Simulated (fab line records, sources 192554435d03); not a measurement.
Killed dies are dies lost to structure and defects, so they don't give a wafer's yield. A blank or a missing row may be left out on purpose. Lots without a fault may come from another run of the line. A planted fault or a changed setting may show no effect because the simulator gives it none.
Chamber matching | flow n5_finfet | N5_BEOL_M5_CURE_80 on uv_cure-01: 3 sister chambers
The step cures SiCOH lowk, time 120 s. 3 wafers are shown with their chamber, then 9 later ones without.

WAFERS WITH THEIR CHAMBER
wafer  | chamber | wafer_temp_C_max
L077.5 | 0       | 372.0
L088.5 | 1       | 370.6
L089.6 | 2       | 372.2

WAFERS WITHOUT THEIR CHAMBER
wafer  | wafer_temp_C_max
L091.2 | 371.3
L091.4 | 372.3
L091.6 | 371.0
L092.2 | 372.4
L092.5 | 372.0
L092.6 | 373.0
L096.1 | 371.5
L096.2 | 371.9
L096.3 | 371.5

WHICH CHAMBER EACH WENT THROUGH
wafer  | from the rows above          | in truth
L091.2 | can't be placed: 0 or 1 or 2 | 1
L091.4 | can't be placed: 2 or 0      | 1
L091.6 | can't be placed: 1 or 0 or 2 | 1
L092.2 | can't be placed: 2 or 0      | 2
L092.5 | can't be placed: 0 or 2      | 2
L092.6 | can't be placed: 2 or 0      | 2
L096.1 | can't be placed: 0 or 2 or 1 | 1
L096.2 | can't be placed: 0 or 2      | 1
L096.3 | can't be placed: 0 or 2 or 1 | 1
Placed correctly: 0 of 9. Can't be placed from these rows: 9 (the true chamber is among the candidates in 7). Placed wrongly: 0.
How it was worked out, from the rows above alone: a wafer's distance from a chamber is the root of the sum, over the readings, of the square of ((its reading less the chamber's mean) divided by the reading's scatter). The wafer belongs to the nearest chamber; if the next one is less than 2 further off, it can't be placed. A chamber's mean is the mean of its shown wafers. The scatter: with one shown wafer a chamber, the root of the mean of the squares of how far each hidden wafer lies from its nearest shown one.
